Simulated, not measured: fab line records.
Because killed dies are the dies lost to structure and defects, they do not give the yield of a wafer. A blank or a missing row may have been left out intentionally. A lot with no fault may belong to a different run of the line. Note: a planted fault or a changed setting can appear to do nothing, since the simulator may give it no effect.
Which tool is to blame?	flow nandHarc	Sampling: 10 lots, 30 wafers, 5 of 1302 route steps

WHAT EACH GAUGE READ, for each wafer
NHARC_END_SORT_01.
lot	measured	on	killedAtArray
L742	day 30 08:52	prober-01	677 674 676
L744	day 31 20:59	prober-01	673 674 671
L745	day 32 04:54	prober-02	669 672 670
L746	day 32 04:56	prober-01	86 97 111

EACH LOT AND THE TOOL THAT RAN IT (in order: tool; ch and the chambers of the sampled wafers; start)
lot	NHARC_A_CHANNEL_HOLE_D2_ETCH_39	NHARC_A_CHANNEL_HOLE_D2_ETCH_34	NHARC_A_CHANNEL_HOLE_D2_ETCH_16	NHARC_A_CHANNEL_HOLE_D2_ETCH_19
L729	rieDiel-06 ch 1,2, day 13 18:21	rieDiel-06 ch 0,1,2, day 13 19:22 or earlier	rieDiel-06 ch 0,1,2, day 13 19:22 or earlier	harEtch-02 ch 0,1, day 13 19:22
L728	rieDiel-08 ch 0,1,3, day 13 20:24	rieDiel-08 ch 1,2, day 13 21:46 or earlier	rieDiel-08 ch 0,1, day 13 21:46 or earlier	harEtch-01 ch 0,1, day 13 21:46
L732	rieDiel-08 ch 0,3, day 15 02:08	rieDiel-08 ch 0,3, day 15 07:55 or earlier	rieDiel-08 ch 0,3, day 15 07:55 or earlier	harEtch-02 ch 0,1, day 15 07:55
L738	rieDiel-06 ch 1,2, day 17 13:10	rieDiel-06 ch 1,3, day 17 18:04 or earlier	rieDiel-06 ch 1,3, day 17 18:04 or earlier	harEtch-01 ch 0,1, day 17 18:04
L739	rieDiel-06 ch 1,2,3, day 17 20:10	rieDiel-06 ch 0,2,3, day 17 21:09 or earlier	rieDiel-06 ch 1,2,3, day 17 21:09 or earlier	harEtch-02 ch 0,1, day 17 21:09
L742	rieDiel-08 ch 1,2,3, day 19 12:41	rieDiel-08 ch 1,2,3, day 19 13:37 or earlier	rieDiel-08 ch 1,2, day 19 13:37 or earlier	harEtch-01 ch 0,1, day 19 13:37
L744	rieDiel-06 ch 0,1,3, day 20 07:58	rieDiel-06 ch 0,2,3, day 20 08:58 or earlier	rieDiel-06 ch 0,1,3, day 20 08:58 or earlier	harEtch-01 ch 0,1, day 20 08:58
L745	rieDiel-08 ch 0,2,3, day 20 19:14	rieDiel-08 ch 1,2,3, day 20 22:40 or earlier	rieDiel-08 ch 1,2,3, day 20 22:40 or earlier	harEtch-02 ch 0,1, day 20 22:40
L746	rieDiel-06 ch 0,2,3, day 20 19:47	rieDiel-06 ch 0,1,2, day 21 02:13 or earlier	rieDiel-06 ch 0,1,2, day 21 02:13 or earlier	harEtch-01 ch 0,1, day 21 02:13
L750	rieDiel-12 ch 0,1,2, day 22 15:22	rieDiel-12 ch 0,1,2, day 22 17:07 or earlier	rieDiel-12 ch 0,1,3, day 22 17:07 or earlier	harEtch-01 ch 0,1, day 22 17:07
- NHARC_A_CHANNEL_HOLE_D2_ETCH_39: etches the open film in N2/H2, target depth 260 nm, time 325 s.
- NHARC_A_CHANNEL_HOLE_D2_ETCH_34: etches the open film in CF4/CHF3, target depth 154 nm, time 77 s.
- NHARC_A_CHANNEL_HOLE_D2_ETCH_16: etches the open film in O2/COS, target depth 3100 nm, time 806 s.
- NHARC_A_CHANNEL_HOLE_D2_ETCH_19: etches the open film in C4F8/O2/Ar, time 34.5 s.

THE ANSWER, worked out from the rows above alone
Rule: the usual values come from the lots themselves. Put in order of their means at a reading, lots are off if they are a third of the lots or fewer, leave a main group of 4 or more, and stand apart from it by a gap of 3 or more times the standard deviation of the main group's means; of several such gaps the widest counts. A main group whose means are all the same, to the digits that the tables above print for the reading, isn't used. A lot without any number at a reading at which 4 lots or more have one is off too. Any other lot the step has rows for is counted as sound.
Across all readings shown, no lot is off: no conclusion can be drawn from this.

WHAT THE SIMULATOR HAD PUT IN
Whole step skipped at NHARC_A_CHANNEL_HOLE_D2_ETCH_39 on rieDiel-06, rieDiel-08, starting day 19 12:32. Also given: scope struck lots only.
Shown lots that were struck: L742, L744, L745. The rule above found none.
